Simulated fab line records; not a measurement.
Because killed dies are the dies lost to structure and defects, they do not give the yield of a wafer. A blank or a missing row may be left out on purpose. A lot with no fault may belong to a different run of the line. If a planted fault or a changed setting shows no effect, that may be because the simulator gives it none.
Lot-split experiment -- flow n5_finfet -- on a route of 1938 steps: 7 lots, 21 wafers read

== ABOUT THE SPLIT ==
At N5_BEOL_M11_COAT_59 (time 60 s, resist thk 100 nm), the setting spin_rpm was moved away from the recipe's 1500 rpm on 7 of the 21 wafers read, by -9.8% to +10.3%. The other wafers ran this setting at the recipe's value.

== FROM THE SPLIT TO THE READING: what the file shows between them, 7 steps ==
- N5_BEOL_M11_COAT_60: time 60 s, resist thk 30 nm
- N5_BEOL_M11_COAT_05: resist thk 90 nm
- N5_BEOL_M11_DESCUM_16: chemistry O2, time 7.9 s
- N5_BEOL_M11_ETCH_61: etches SiARC in CF4, target depth 39 nm, time 65 s
- N5_BEOL_M11_ETCH_62: etches SOC in N2/H2, target depth 110 nm, overetch 22 nm, time 165 s
- N5_BEOL_M11_STRIP_68: strips in N2/H2
- N5_BEOL_M11_STRIP_67: strips in CF4

== THE READING ==
SOC_of_BEOL_M11_COAT_59.thk_nm (the simulator's own value, which no gauge read), in nm, at N5_BEOL_M11_HM_OPEN_17 (chemistry Cl2/BCl3, target TiN, target depth 20 nm, overetch 6 nm). There is no usual value for it anywhere in the file. The 14 wafers here that ran the recipe average 91.8 nm, standard deviation 0.28 nm.

wafer,"tool, chamber at the split","spin_rpm as run, rpm",against the recipe,"SOC_of_BEOL_M11_COAT_59.thk_nm, nm",against lot-mates on the recipe
L074.3,"litho_track-05, 0",1500,recipe,91.6,-
L074.4,"litho_track-05, 0",1500,recipe,91.4,-
L074.6,"litho_track-05, 0",1500,recipe,91.8,-
L075.1,"litho_track-04, 0",1500,recipe,91.8,-
L075.2,"litho_track-04, 0",1500,recipe,92,-
L075.3,"litho_track-04, 0",1573,+4.9%,89.4,-2.5
L077.2,"litho_track-02, 0",1353,-9.8%,96.8,+5.4
L077.3,"litho_track-02, 0",1500,recipe,91.4,-
L077.5,"litho_track-02, 0",1500,recipe,91.4,-
L078.2,"litho_track-05, 0",1654,+10.3%,87,-4.8
L078.5,"litho_track-05, 0",1654,+10.3%,87.4,-4.4
L078.6,"litho_track-05, 0",1500,recipe,91.8,-
L087.1,"litho_track-05, 0",1500,recipe,92,-
L087.3,"litho_track-05, 0",1500,recipe,91.8,-
L087.4,"litho_track-05, 0",1500,recipe,92.2,-
L092.3,"litho_track-04, 0",1455,-3.0%,93.8,+1.8
L092.4,"litho_track-04, 0",1500,recipe,92,-
L092.6,"litho_track-04, 0",1455,-3.0%,93.4,+1.4
L097.1,"litho_track-04, 0",1624,+8.3%,88.4,-3.8
L097.4,"litho_track-04, 0",1500,recipe,92.2,-
L097.5,"litho_track-04, 0",1500,recipe,92.2,-

FIT RESULTS
A straight line over all 21 wafers: SOC_of_BEOL_M11_COAT_59.thk_nm changes by -0.47 nm for each +1% of spin_rpm; r = -0.99; the points scatter about the line by 0.31 nm.
The same after taking each lot's own level away (the mean of its wafers on the recipe; 21 wafers): -0.485 nm for each +1%; r = -0.99; scatter 0.23 nm.
Per that fit: largest spin_rpm move, reading shift of 5 nm.
The span of the lots' own levels, 91.40 to 92.20 nm, comes to 2.8 times the standard deviation stated above.
Consequently the slope shifts little with the lot-to-lot level, the two slopes agreeing.
Check: with one of the wafers moved furthest among these (+10.3%) left out of the fit, the line predicts -4.93 nm for it against its lot-mates. It came out at -4.8 nm against them.

== THE WHOLE CHAIN: every reading that the file lists as answering this split, in the file's order ==
step,what it does,reading,change (the file's fit),r (the file's)
N5_BEOL_M11_COAT_59,"time 60 s, resist thk 100 nm","SOC_of_BEOL_M11_COAT_59.thk_nm (the simulator's own value, which no gauge read)",-0.483 nm for each +1% of the setting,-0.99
N5_BEOL_M11_ETCH_62,"etches SOC in N2/H2, target depth 110 nm, overetch 22 nm, time 165 s","etch.depth_nm (the simulator's own value, which no gauge read)",-0.484 nm for each +1% of the setting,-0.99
N5_BEOL_M11_HM_OPEN_17,"chemistry Cl2/BCl3, target TiN, target depth 20 nm, overetch 6 nm","SOC_of_BEOL_M11_COAT_59.thk_nm (the simulator's own value, which no gauge read)",-0.491 nm for each +1% of the setting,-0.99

== THE FILE'S OWN FIT ==
SOC_of_BEOL_M11_COAT_59.thk_nm changes by -0.491 nm for each +1% of spin_rpm, r = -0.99.
